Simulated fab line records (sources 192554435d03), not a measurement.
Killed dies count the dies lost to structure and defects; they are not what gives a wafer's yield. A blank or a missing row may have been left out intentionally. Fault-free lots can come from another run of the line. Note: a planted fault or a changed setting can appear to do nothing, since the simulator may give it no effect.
fab line records / flow n5_finfet / part 2 of 2: steps 20 to 23 of 23
record lots=5 wafers=15 last_day=17
route steps=1938 shown BEOL_M15@1811 PASS1_DEP@1831 MIM_BOT@1832
lots untouched by any fault: they come from a run of this same line in which no faults occurred
start_h: hours from the record's opening day to when the first of the lot's shown wafers began / wait_h: hours since the lot's step before / " same as the row above / L1.1+2: a single row standing in for several wafers / - no value, or no start was given / * or withheld: withheld / < > ~ a bound
route shown NAME@n: names a module that has steps shown in the file, with the first one's number in the route / usual: mean/standard deviation taken from wafers without a fault / same: alike in all rows / chamber/n: place in a boat / sites: per-site readings / _std_site: standard deviation of those values / _edge_site: inner sites' mean taken away from outer sites' mean / radius_mm: for every site, how far away it sits from the centre of the wafer / mask NAME#n: copy n / behind: the most recent tool/chamber to have shaped the wafer / hold: what put the lot on hold/how long, in hours/how the hold closed / device: names the non-switching transistor (n, p or np) / end of line: the same wafers' tests at the end of the route / a step without rows: its recipe alone / killed: the dies lost at the first sort to structure and to defects; this is not the yield of the wafer / map: a wafer's dies, x killed, . not, _ none there
set.NAME: setting as actually run; set.NAME@STEP: the setting as run at that earlier step / model.NAME: the simulator's own value behind a step, which no gauge read
lots at selected steps of the route; one table per step, one row per wafer
services: the hour from which a tool's chamber was out of use, counted from the record's first day as start_h (under 0 if before that day), plus the number of hours and why
## steps
# step N5_BEOL_M15_RC_MEAS_101
# usual COMB_M10=1.5e-11/3.2e-12 COMB_M11=1.42e-11/2.7e-12 COMB_M12=7e-12/1.5e-12 COMB_M13=5.3e-12/1.2e-12 COMB_M14=4.1e-12/8.9e-13 COMB_M15=3.1e-12/7.8e-13 COMB_M5=4e-11/8.8e-12 COMB_M6=2.5e-11/4.7e-12 COMB_M7=2.6e-11/5.7e-12 COMB_M8=2.6e-11/4.8e-12 COMB_M9=1.59e-11/2.9e-12 SERP_M10=3.06/0.085 SERP_M10_max_site=3.15/0.088 SERP_M11=3.02/0.082 SERP_M11_max_site=3.12/0.082 SERP_M12=0.640/0.019 SERP_M13=0.309/0.0085 SERP_M14=0.161/0.0047 SERP_M5=38.2/1.7 SERP_M6=13.7/0.57 SERP_M7=13.4/0.53 SERP_M8=13.6/0.52 SERP_M9=3.02/0.077 SERP_M9_max_site=3.12/0.088
lot.wafer=L081.1 tool=prober-01 chamber=0 start_h=301.05 wait_h=0.0 COMB_M10[S/m]=1.3e-11 COMB_M11[S/m]=1.47e-11 COMB_M12[S/m]=6.8e-12 COMB_M13[S/m]=5.8e-12 COMB_M14[S/m]=3.5e-12 COMB_M15[S/m]=2e-12 COMB_M5[S/m]=2.5e-11 COMB_M6[S/m]=2.4e-11 COMB_M7[S/m]=2e-11 COMB_M8[S/m]=2.1e-11 COMB_M9[S/m]=1.04e-11 SERP_M10[ohm/um]=3.01 SERP_M10_max_site[ohm/um]=3.06 SERP_M11[ohm/um]=3.06 SERP_M11_max_site[ohm/um]=3.12 SERP_M12[ohm/um]=0.640 SERP_M13[ohm/um]=0.306 SERP_M14[ohm/um]=0.162 SERP_M5[ohm/um]=39.0 SERP_M6[ohm/um]=13.2 SERP_M7[ohm/um]=13.2 SERP_M8[ohm/um]=13.0 SERP_M9[ohm/um]=3.03 SERP_M9_max_site[ohm/um]=3.15
lot.wafer=L081.5 tool=prober-01 chamber=0 start_h=301.05 wait_h=0.0 COMB_M10[S/m]=1.5e-11 COMB_M11[S/m]=1.48e-11 COMB_M12[S/m]=6.7e-12 COMB_M13[S/m]=5.5e-12 COMB_M14[S/m]=3.9e-12 COMB_M15[S/m]=2.2e-12 COMB_M5[S/m]=3.1e-11 COMB_M6[S/m]=1.9e-11 COMB_M7[S/m]=2.9e-11 COMB_M8[S/m]=2.3e-11 COMB_M9[S/m]=1.8e-11 SERP_M10[ohm/um]=3.08 SERP_M10_max_site[ohm/um]=3.29 SERP_M11[ohm/um]=3.20 SERP_M11_max_site[ohm/um]=3.30 SERP_M12[ohm/um]=0.633 SERP_M13[ohm/um]=0.305 SERP_M14[ohm/um]=0.158 SERP_M5[ohm/um]=36.5 SERP_M6[ohm/um]=13.2 SERP_M7[ohm/um]=13.1 SERP_M8[ohm/um]=13.3 SERP_M9[ohm/um]=2.99 SERP_M9_max_site[ohm/um]=3.14
lot.wafer=L081.6 tool=prober-01 chamber=0 start_h=301.05 wait_h=0.0 COMB_M10[S/m]=1.7e-11 COMB_M11[S/m]=1.4e-11 COMB_M12[S/m]=6.3e-12 COMB_M13[S/m]=3.5e-12 COMB_M14[S/m]=3.9e-12 COMB_M15[S/m]=2.1e-12 COMB_M5[S/m]=1.9e-11 COMB_M6[S/m]=2.5e-11 COMB_M7[S/m]=3.2e-11 COMB_M8[S/m]=2e-11 COMB_M9[S/m]=1.51e-11 SERP_M10[ohm/um]=3.06 SERP_M10_max_site[ohm/um]=3.11 SERP_M11[ohm/um]=2.95 SERP_M11_max_site[ohm/um]=3.18 SERP_M12[ohm/um]=0.640 SERP_M13[ohm/um]=0.307 SERP_M14[ohm/um]=0.157 SERP_M5[ohm/um]=38.9 SERP_M6[ohm/um]=13.6 SERP_M7[ohm/um]=13.6 SERP_M8[ohm/um]=14.0 SERP_M9[ohm/um]=2.97 SERP_M9_max_site[ohm/um]=3.16
lot.wafer=L085.1 tool=prober-01 chamber=0 start_h=318.79 wait_h=0.0 COMB_M10[S/m]=1e-11 COMB_M11[S/m]=1.32e-11 COMB_M12[S/m]=5.2e-12 COMB_M13[S/m]=3.9e-12 COMB_M14[S/m]=2.9e-12 COMB_M15[S/m]=3e-12 COMB_M5[S/m]=4.5e-11 COMB_M6[S/m]=1.9e-11 COMB_M7[S/m]=2.4e-11 COMB_M8[S/m]=2.4e-11 COMB_M9[S/m]=1.18e-11 SERP_M10[ohm/um]=3.02 SERP_M10_max_site[ohm/um]=3.08 SERP_M11[ohm/um]=3.05 SERP_M11_max_site[ohm/um]=3.15 SERP_M12[ohm/um]=0.631 SERP_M13[ohm/um]=0.304 SERP_M14[ohm/um]=0.162 SERP_M5[ohm/um]=40.5 SERP_M6[ohm/um]=13.7 SERP_M7[ohm/um]=12.9 SERP_M8[ohm/um]=13.7 SERP_M9[ohm/um]=3.05 SERP_M9_max_site[ohm/um]=3.21
lot.wafer=L085.2 tool=prober-01 chamber=0 start_h=318.79 wait_h=0.0 COMB_M10[S/m]=1.3e-11 COMB_M11[S/m]=1.16e-11 COMB_M12[S/m]=4.7e-12 COMB_M13[S/m]=3.9e-12 COMB_M14[S/m]=2.7e-12 COMB_M15[S/m]=2.5e-12 COMB_M5[S/m]=4.6e-11 COMB_M6[S/m]=2.1e-11 COMB_M7[S/m]=3.1e-11 COMB_M8[S/m]=2.5e-11 COMB_M9[S/m]=1.17e-11 SERP_M10[ohm/um]=3.02 SERP_M10_max_site[ohm/um]=3.08 SERP_M11[ohm/um]=2.94 SERP_M11_max_site[ohm/um]=3.01 SERP_M12[ohm/um]=0.642 SERP_M13[ohm/um]=0.304 SERP_M14[ohm/um]=0.162 SERP_M5[ohm/um]=38.4 SERP_M6[ohm/um]=13.0 SERP_M7[ohm/um]=12.9 SERP_M8[ohm/um]=13.3 SERP_M9[ohm/um]=2.93 SERP_M9_max_site[ohm/um]=3.02
lot.wafer=L085.4 tool=prober-01 chamber=0 start_h=318.79 wait_h=0.0 COMB_M10[S/m]=2.1e-11 COMB_M11[S/m]=1.11e-11 COMB_M12[S/m]=5.8e-12 COMB_M13[S/m]=4.8e-12 COMB_M14[S/m]=3.4e-12 COMB_M15[S/m]=1.7e-12 COMB_M5[S/m]=3.5e-11 COMB_M6[S/m]=2.4e-11 COMB_M7[S/m]=3e-11 COMB_M8[S/m]=2.4e-11 COMB_M9[S/m]=1.39e-11 SERP_M10[ohm/um]=3.04 SERP_M10_max_site[ohm/um]=3.16 SERP_M11[ohm/um]=3.14 SERP_M11_max_site[ohm/um]=3.23 SERP_M12[ohm/um]=0.638 SERP_M13[ohm/um]=0.302 SERP_M14[ohm/um]=0.167 SERP_M5[ohm/um]=38.5 SERP_M6[ohm/um]=12.4 SERP_M7[ohm/um]=13.2 SERP_M8[ohm/um]=12.8 SERP_M9[ohm/um]=3.05 SERP_M9_max_site[ohm/um]=3.09
lot.wafer=L091.3 tool=prober-01 chamber=0 start_h=352.78 wait_h=0.3 COMB_M10[S/m]=1.1e-11 COMB_M11[S/m]=1.52e-11 COMB_M12[S/m]=6.5e-12 COMB_M13[S/m]=5.5e-12 COMB_M14[S/m]=3e-12 COMB_M15[S/m]=1.8e-12 COMB_M5[S/m]=5e-11 COMB_M6[S/m]=2.4e-11 COMB_M7[S/m]=2.4e-11 COMB_M8[S/m]=2.3e-11 COMB_M9[S/m]=1.51e-11 SERP_M10[ohm/um]=3.17 SERP_M10_max_site[ohm/um]=3.27 SERP_M11[ohm/um]=3.13 SERP_M11_max_site[ohm/um]=3.24 SERP_M12[ohm/um]=0.660 SERP_M13[ohm/um]=0.310 SERP_M14[ohm/um]=0.161 SERP_M5[ohm/um]=37.0 SERP_M6[ohm/um]=14.8 SERP_M7[ohm/um]=13.1 SERP_M8[ohm/um]=14.1 SERP_M9[ohm/um]=3.01 SERP_M9_max_site[ohm/um]=3.05
lot.wafer=L091.5 tool=prober-01 chamber=0 start_h=352.78 wait_h=0.3 COMB_M10[S/m]=1e-11 COMB_M11[S/m]=1.58e-11 COMB_M12[S/m]=7.3e-12 COMB_M13[S/m]=6.8e-12 COMB_M14[S/m]=2.6e-12 COMB_M15[S/m]=3.2e-12 COMB_M5[S/m]=3.8e-11 COMB_M6[S/m]=3.3e-11 COMB_M7[S/m]=1.8e-11 COMB_M8[S/m]=3e-11 COMB_M9[S/m]=1.21e-11 SERP_M10[ohm/um]=3.10 SERP_M10_max_site[ohm/um]=3.23 SERP_M11[ohm/um]=3.04 SERP_M11_max_site[ohm/um]=3.15 SERP_M12[ohm/um]=0.683 SERP_M13[ohm/um]=0.312 SERP_M14[ohm/um]=0.154 SERP_M5[ohm/um]=40.3 SERP_M6[ohm/um]=13.6 SERP_M7[ohm/um]=13.1 SERP_M8[ohm/um]=13.9 SERP_M9[ohm/um]=3.02 SERP_M9_max_site[ohm/um]=3.04
lot.wafer=L091.6 tool=prober-01 chamber=0 start_h=352.78 wait_h=0.3 COMB_M10[S/m]=1.3e-11 COMB_M11[S/m]=1.5e-11 COMB_M12[S/m]=7.4e-12 COMB_M13[S/m]=5.6e-12 COMB_M14[S/m]=3.3e-12 COMB_M15[S/m]=3.3e-12 COMB_M5[S/m]=4.1e-11 COMB_M6[S/m]=1.7e-11 COMB_M7[S/m]=2.6e-11 COMB_M8[S/m]=2.5e-11 COMB_M9[S/m]=1.49e-11 SERP_M10[ohm/um]=3.22 SERP_M10_max_site[ohm/um]=3.29 SERP_M11[ohm/um]=3.19 SERP_M11_max_site[ohm/um]=3.24 SERP_M12[ohm/um]=0.652 SERP_M13[ohm/um]=0.310 SERP_M14[ohm/um]=0.165 SERP_M5[ohm/um]=39.8 SERP_M6[ohm/um]=14.1 SERP_M7[ohm/um]=13.4 SERP_M8[ohm/um]=14.5 SERP_M9[ohm/um]=2.98 SERP_M9_max_site[ohm/um]=3.07
lot.wafer=L093.1 tool=prober-01 chamber=0 start_h=369.63 wait_h=0.0 COMB_M10[S/m]=1.4e-11 COMB_M11[S/m]=1.11e-11 COMB_M12[S/m]=4.6e-12 COMB_M13[S/m]=5.8e-12 COMB_M14[S/m]=2.1e-12 COMB_M15[S/m]=2.4e-12 COMB_M5[S/m]=3.1e-11 COMB_M6[S/m]=1.9e-11 COMB_M7[S/m]=1.6e-11 COMB_M8[S/m]=2.8e-11 COMB_M9[S/m]=1.48e-11 SERP_M10[ohm/um]=3.13 SERP_M10_max_site[ohm/um]=3.21 SERP_M11[ohm/um]=2.98 SERP_M11_max_site[ohm/um]=3.12 SERP_M12[ohm/um]=0.639 SERP_M13[ohm/um]=0.306 SERP_M14[ohm/um]=0.165 SERP_M5[ohm/um]=40.5 SERP_M6[ohm/um]=13.5 SERP_M7[ohm/um]=13.9 SERP_M8[ohm/um]=13.7 SERP_M9[ohm/um]=2.96 SERP_M9_max_site[ohm/um]=3.08
lot.wafer=L093.2 tool=prober-01 chamber=0 start_h=369.63 wait_h=0.0 COMB_M10[S/m]=1.7e-11 COMB_M11[S/m]=1.17e-11 COMB_M12[S/m]=6.5e-12 COMB_M13[S/m]=5.9e-12 COMB_M14[S/m]=3.2e-12 COMB_M15[S/m]=3.2e-12 COMB_M5[S/m]=3.7e-11 COMB_M6[S/m]=2.2e-11 COMB_M7[S/m]=2.6e-11 COMB_M8[S/m]=3e-11 COMB_M9[S/m]=1.57e-11 SERP_M10[ohm/um]=3.03 SERP_M10_max_site[ohm/um]=3.19 SERP_M11[ohm/um]=3.00 SERP_M11_max_site[ohm/um]=3.10 SERP_M12[ohm/um]=0.653 SERP_M13[ohm/um]=0.300 SERP_M14[ohm/um]=0.154 SERP_M5[ohm/um]=38.1 SERP_M6[ohm/um]=13.1 SERP_M7[ohm/um]=13.4 SERP_M8[ohm/um]=13.5 SERP_M9[ohm/um]=2.97 SERP_M9_max_site[ohm/um]=3.07
lot.wafer=L093.3 tool=prober-01 chamber=0 start_h=369.63 wait_h=0.0 COMB_M10[S/m]=1.6e-11 COMB_M11[S/m]=1.74e-11 COMB_M12[S/m]=4.7e-12 COMB_M13[S/m]=5.7e-12 COMB_M14[S/m]=3.8e-12 COMB_M15[S/m]=3.1e-12 COMB_M5[S/m]=4.3e-11 COMB_M6[S/m]=2.1e-11 COMB_M7[S/m]=2.5e-11 COMB_M8[S/m]=3.1e-11 COMB_M9[S/m]=1.61e-11 SERP_M10[ohm/um]=2.99 SERP_M10_max_site[ohm/um]=3.01 SERP_M11[ohm/um]=3.05 SERP_M11_max_site[ohm/um]=3.10 SERP_M12[ohm/um]=0.642 SERP_M13[ohm/um]=0.312 SERP_M14[ohm/um]=0.161 SERP_M5[ohm/um]=41.1 SERP_M6[ohm/um]=14.0 SERP_M7[ohm/um]=13.6 SERP_M8[ohm/um]=13.5 SERP_M9[ohm/um]=3.05 SERP_M9_max_site[ohm/um]=3.08
lot.wafer=L095.2 tool=prober-02 chamber=0 start_h=384.44 wait_h=0.2 COMB_M10[S/m]=2.1e-11 COMB_M11[S/m]=1.38e-11 COMB_M12[S/m]=8e-12 COMB_M13[S/m]=6e-12 COMB_M14[S/m]=5.1e-12 COMB_M15[S/m]=3e-12 COMB_M5[S/m]=3.7e-11 COMB_M6[S/m]=2.9e-11 COMB_M7[S/m]=2.6e-11 COMB_M8[S/m]=2.6e-11 COMB_M9[S/m]=1.47e-11 SERP_M10[ohm/um]=3.25 SERP_M10_max_site[ohm/um]=3.29 SERP_M11[ohm/um]=2.96 SERP_M11_max_site[ohm/um]=3.03 SERP_M12[ohm/um]=0.676 SERP_M13[ohm/um]=0.318 SERP_M14[ohm/um]=0.158 SERP_M5[ohm/um]=41.0 SERP_M6[ohm/um]=14.3 SERP_M7[ohm/um]=13.4 SERP_M8[ohm/um]=13.5 SERP_M9[ohm/um]=2.97 SERP_M9_max_site[ohm/um]=3.02
lot.wafer=L095.4 tool=prober-02 chamber=0 start_h=384.44 wait_h=0.2 COMB_M10[S/m]=1.3e-11 COMB_M11[S/m]=2.1e-11 COMB_M12[S/m]=9.2e-12 COMB_M13[S/m]=7.6e-12 COMB_M14[S/m]=6.4e-12 COMB_M15[S/m]=4.1e-12 COMB_M5[S/m]=4.8e-11 COMB_M6[S/m]=1.7e-11 COMB_M7[S/m]=2.4e-11 COMB_M8[S/m]=2.3e-11 COMB_M9[S/m]=2.02e-11 SERP_M10[ohm/um]=3.03 SERP_M10_max_site[ohm/um]=3.21 SERP_M11[ohm/um]=2.94 SERP_M11_max_site[ohm/um]=3.05 SERP_M12[ohm/um]=0.617 SERP_M13[ohm/um]=0.310 SERP_M14[ohm/um]=0.150 SERP_M5[ohm/um]=41.2 SERP_M6[ohm/um]=14.2 SERP_M7[ohm/um]=14.2 SERP_M8[ohm/um]=13.4 SERP_M9[ohm/um]=2.98 SERP_M9_max_site[ohm/um]=3.12
lot.wafer=L095.5 tool=prober-02 chamber=0 start_h=384.44 wait_h=0.2 COMB_M10[S/m]=1.2e-11 COMB_M11[S/m]=1.87e-11 COMB_M12[S/m]=7.9e-12 COMB_M13[S/m]=7.3e-12 COMB_M14[S/m]=4.9e-12 COMB_M15[S/m]=3.2e-12 COMB_M5[S/m]=4.5e-11 COMB_M6[S/m]=3.5e-11 COMB_M7[S/m]=2.9e-11 COMB_M8[S/m]=2.6e-11 COMB_M9[S/m]=1.41e-11 SERP_M10[ohm/um]=3.20 SERP_M10_max_site[ohm/um]=3.26 SERP_M11[ohm/um]=3.23 SERP_M11_max_site[ohm/um]=3.31 SERP_M12[ohm/um]=0.666 SERP_M13[ohm/um]=0.311 SERP_M14[ohm/um]=0.160 SERP_M5[ohm/um]=40.4 SERP_M6[ohm/um]=14.5 SERP_M7[ohm/um]=13.3 SERP_M8[ohm/um]=13.3 SERP_M9[ohm/um]=3.04 SERP_M9_max_site[ohm/um]=3.08
# step N5_PASSIVATION_PECVD_00
# recipe material=SiO2 target_thk_a=2000 temp_c=400 precursor=SiH4/N2O pressure_torr=2.7 rf_w=608 time_s=11.2
# usual chamber_pressure_Torr=2.700/0.0057 heater_power_w=726/110 showerhead_plenum_p_Torr=8.16/0.12 throttle_valve_pct=52.3/2.8
lot.wafer=L081.1 tool=pecvd-01 chamber=1 start_h=302.01 wait_h=0.8 chamber_pressure_Torr=2.702 heater_power_w=663 showerhead_plenum_p_Torr=8.28 throttle_valve_pct=58.1
lot.wafer=L081.5 tool=pecvd-01 chamber=2 start_h=302.01 wait_h=0.8 chamber_pressure_Torr=2.708 heater_power_w=741 showerhead_plenum_p_Torr=8.27 throttle_valve_pct=51.4
lot.wafer=L081.6 tool=pecvd-01 chamber=0 start_h=302.01 wait_h=0.8 chamber_pressure_Torr=2.705 heater_power_w=403 showerhead_plenum_p_Torr=8.07 throttle_valve_pct=54.5
lot.wafer=L085.1 tool=pecvd-04 chamber=2 start_h=319.76 wait_h=0.8 chamber_pressure_Torr=2.701 heater_power_w=725 showerhead_plenum_p_Torr=8.36 throttle_valve_pct=49.1
lot.wafer=L085.2 tool=pecvd-04 chamber=1 start_h=319.76 wait_h=0.8 chamber_pressure_Torr=2.700 heater_power_w=743 showerhead_plenum_p_Torr=7.98 throttle_valve_pct=52.3
lot.wafer=L085.4 tool=pecvd-04 chamber=1 start_h=319.76 wait_h=0.8 chamber_pressure_Torr=2.698 heater_power_w=765 showerhead_plenum_p_Torr=7.98 throttle_valve_pct=52.2
lot.wafer=L091.3 tool=pecvd-03 chamber=0 start_h=353.43 wait_h=0.5 chamber_pressure_Torr=2.694 heater_power_w=700 showerhead_plenum_p_Torr=8.25 throttle_valve_pct=51.6
lot.wafer=L091.5 tool=pecvd-03 chamber=0 start_h=353.43 wait_h=0.5 chamber_pressure_Torr=2.692 heater_power_w=734 showerhead_plenum_p_Torr=8.25 throttle_valve_pct=51.4
lot.wafer=L091.6 tool=pecvd-03 chamber=2 start_h=353.43 wait_h=0.5 chamber_pressure_Torr=2.706 heater_power_w=673 showerhead_plenum_p_Torr=8.07 throttle_valve_pct=48.6
lot.wafer=L093.1 tool=pecvd-03 chamber=2 start_h=370.59 wait_h=0.8 chamber_pressure_Torr=2.705 heater_power_w=714 showerhead_plenum_p_Torr=8.07 throttle_valve_pct=48.9
lot.wafer=L093.2 tool=pecvd-03 chamber=1 start_h=370.59 wait_h=0.8 chamber_pressure_Torr=2.693 heater_power_w=721 showerhead_plenum_p_Torr=8.08 throttle_valve_pct=53.4
lot.wafer=L093.3 tool=pecvd-03 chamber=0 start_h=370.59 wait_h=0.8 chamber_pressure_Torr=2.703 heater_power_w=705 showerhead_plenum_p_Torr=8.26 throttle_valve_pct=51.4
lot.wafer=L095.2 tool=pecvd-03 chamber=1 start_h=385.24 wait_h=0.7 chamber_pressure_Torr=2.703 heater_power_w=798 showerhead_plenum_p_Torr=8.09 throttle_valve_pct=53.6
lot.wafer=L095.4 tool=pecvd-03 chamber=2 start_h=385.24 wait_h=0.7 chamber_pressure_Torr=2.715 heater_power_w=625 showerhead_plenum_p_Torr=8.04 throttle_valve_pct=48.9
lot.wafer=L095.5 tool=pecvd-03 chamber=1 start_h=385.24 wait_h=0.7 chamber_pressure_Torr=2.699 heater_power_w=817 showerhead_plenum_p_Torr=8.07 throttle_valve_pct=53.3
# step N5_MIM_BOT_DEGAS_01
# recipe ambient=vacuum temp_c=300 time_s=60
# usual heater_power_w=450/47
lot.wafer=L081.1 tool=pvd_sputter-03 chamber=- start_h=302.07 wait_h=0.0 heater_power_w=425
lot.wafer=L081.5 tool=pvd_sputter-03 chamber=- start_h=302.07 wait_h=0.0 heater_power_w=411
lot.wafer=L081.6 tool=pvd_sputter-03 chamber=- start_h=302.07 wait_h=0.0 heater_power_w=466
lot.wafer=L085.1 tool=pvd_sputter-01 chamber=- start_h=320.72 wait_h=0.9 heater_power_w=449
lot.wafer=L085.2 tool=pvd_sputter-01 chamber=- start_h=320.72 wait_h=0.9 heater_power_w=393
lot.wafer=L085.4 tool=pvd_sputter-01 chamber=- start_h=320.72 wait_h=0.9 heater_power_w=489
lot.wafer=L091.3 tool=pvd_sputter-02 chamber=- start_h=354.28 wait_h=0.8 heater_power_w=568
lot.wafer=L091.5 tool=pvd_sputter-02 chamber=- start_h=354.28 wait_h=0.8 heater_power_w=430
lot.wafer=L091.6 tool=pvd_sputter-02 chamber=- start_h=354.28 wait_h=0.8 heater_power_w=390
lot.wafer=L093.1 tool=pvd_sputter-02 chamber=- start_h=372.09 wait_h=1.5 heater_power_w=405
lot.wafer=L093.2 tool=pvd_sputter-02 chamber=- start_h=372.09 wait_h=1.5 heater_power_w=463
lot.wafer=L093.3 tool=pvd_sputter-02 chamber=- start_h=372.09 wait_h=1.5 heater_power_w=437
lot.wafer=L095.2 tool=pvd_sputter-03 chamber=- start_h=386.09 wait_h=0.8 heater_power_w=409
lot.wafer=L095.4 tool=pvd_sputter-03 chamber=- start_h=386.09 wait_h=0.8 heater_power_w=427
lot.wafer=L095.5 tool=pvd_sputter-03 chamber=- start_h=386.09 wait_h=0.8 heater_power_w=404
# step N5_MIM_BOT_SPUTTER_00
# recipe material=TiN target_thk_a=350 temp_c=200 power_w=3000 chamber_pressure_pa=0.49996 gas=Ar reactive_partial_pa=0.37997 time_s=89.7
# usual chamber_pressure_pa=0.4997/0.001 throttle_valve_pct=30.2/1
lot.wafer=L081.1 tool=pvd_sputter-03 chamber=- start_h=302.11 wait_h=0.0 chamber_pressure_pa=0.5002 throttle_valve_pct=28.5
lot.wafer=L081.5 tool=pvd_sputter-03 chamber=- start_h=302.11 wait_h=0.0 chamber_pressure_pa=0.4991 throttle_valve_pct=29.1
lot.wafer=L081.6 tool=pvd_sputter-03 chamber=- start_h=302.11 wait_h=0.0 chamber_pressure_pa=0.4989 throttle_valve_pct=29.6
lot.wafer=L085.1 tool=pvd_sputter-01 chamber=- start_h=320.76 wait_h=0.0 chamber_pressure_pa=0.4996 throttle_valve_pct=28.2
lot.wafer=L085.2 tool=pvd_sputter-01 chamber=- start_h=320.76 wait_h=0.0 chamber_pressure_pa=0.4985 throttle_valve_pct=31.2
lot.wafer=L085.4 tool=pvd_sputter-01 chamber=- start_h=320.76 wait_h=0.0 chamber_pressure_pa=0.5018 throttle_valve_pct=30.4
lot.wafer=L091.3 tool=pvd_sputter-02 chamber=- start_h=354.32 wait_h=0.0 chamber_pressure_pa=0.4990 throttle_valve_pct=30.1
lot.wafer=L091.5 tool=pvd_sputter-02 chamber=- start_h=354.32 wait_h=0.0 chamber_pressure_pa=0.5018 throttle_valve_pct=31.0
lot.wafer=L091.6 tool=pvd_sputter-02 chamber=- start_h=354.32 wait_h=0.0 chamber_pressure_pa=0.4990 throttle_valve_pct=30.8
lot.wafer=L093.1 tool=pvd_sputter-02 chamber=- start_h=372.13 wait_h=0.0 chamber_pressure_pa=0.4997 throttle_valve_pct=31.0
lot.wafer=L093.2 tool=pvd_sputter-02 chamber=- start_h=372.13 wait_h=0.0 chamber_pressure_pa=0.5000 throttle_valve_pct=29.4
lot.wafer=L093.3 tool=pvd_sputter-02 chamber=- start_h=372.13 wait_h=0.0 chamber_pressure_pa=0.4993 throttle_valve_pct=30.9
lot.wafer=L095.2 tool=pvd_sputter-03 chamber=- start_h=386.13 wait_h=0.0 chamber_pressure_pa=0.4974 throttle_valve_pct=29.3
lot.wafer=L095.4 tool=pvd_sputter-03 chamber=- start_h=386.13 wait_h=0.0 chamber_pressure_pa=0.4999 throttle_valve_pct=28.6
lot.wafer=L095.5 tool=pvd_sputter-03 chamber=- start_h=386.13 wait_h=0.0 chamber_pressure_pa=0.4993 throttle_valve_pct=29.1
## services
tool=rie_diel-04 chamber=- start_h=275.75 hours=2.8 kind=pm
tool=pecvd-04 chamber=- start_h=279.00 hours=2.8 kind=pm
tool=cmp-03 chamber=- start_h=279.65 hours=2.3 kind=repair
tool=cmp-02 chamber=- start_h=282.05 hours=0.3 kind=repair
tool=cmp-04 chamber=- start_h=286.89 hours=0.5 kind=repair
tool=pvd_sputter-03 chamber=- start_h=291.12 hours=9.5 kind=repair
tool=pecvd-02 chamber=- start_h=291.96 hours=6.0 kind=pm
tool=rie_diel-03 chamber=0 start_h=295.00 hours=6.5 kind=repair
tool=rtp_anneal-02 chamber=- start_h=295.23 hours=1.1 kind=pm
tool=cmp-03 chamber=- start_h=302.56 hours=0.2 kind=repair
tool=pecvd-02 chamber=1 start_h=306.84 hours=14.1 kind=repair
tool=wet_bench-05 chamber=- start_h=309.08 hours=3.4 kind=repair
tool=cmp-02 chamber=- start_h=313.03 hours=4.0 kind=pm
tool=ecd_cu-02 chamber=- start_h=327.21 hours=0.4 kind=repair
tool=cmp-02 chamber=- start_h=328.53 hours=12.3 kind=repair
tool=pecvd-03 chamber=2 start_h=333.14 hours=18.1 kind=repair
tool=pecvd-02 chamber=- start_h=339.29 hours=5.5 kind=pm
tool=ecd_cu-01 chamber=- start_h=341.34 hours=1.3 kind=repair
tool=ecd_cu-02 chamber=- start_h=342.15 hours=0.8 kind=repair
tool=pecvd-03 chamber=- start_h=352.72 hours=0.6 kind=repair
tool=rie_diel-04 chamber=2 start_h=355.01 hours=6.3 kind=repair
tool=cmp-02 chamber=- start_h=365.89 hours=0.5 kind=repair
tool=pvd_sputter-01 chamber=- start_h=384.44 hours=2.7 kind=repair
tool=pvd_sputter-02 chamber=- start_h=384.47 hours=0.7 kind=repair
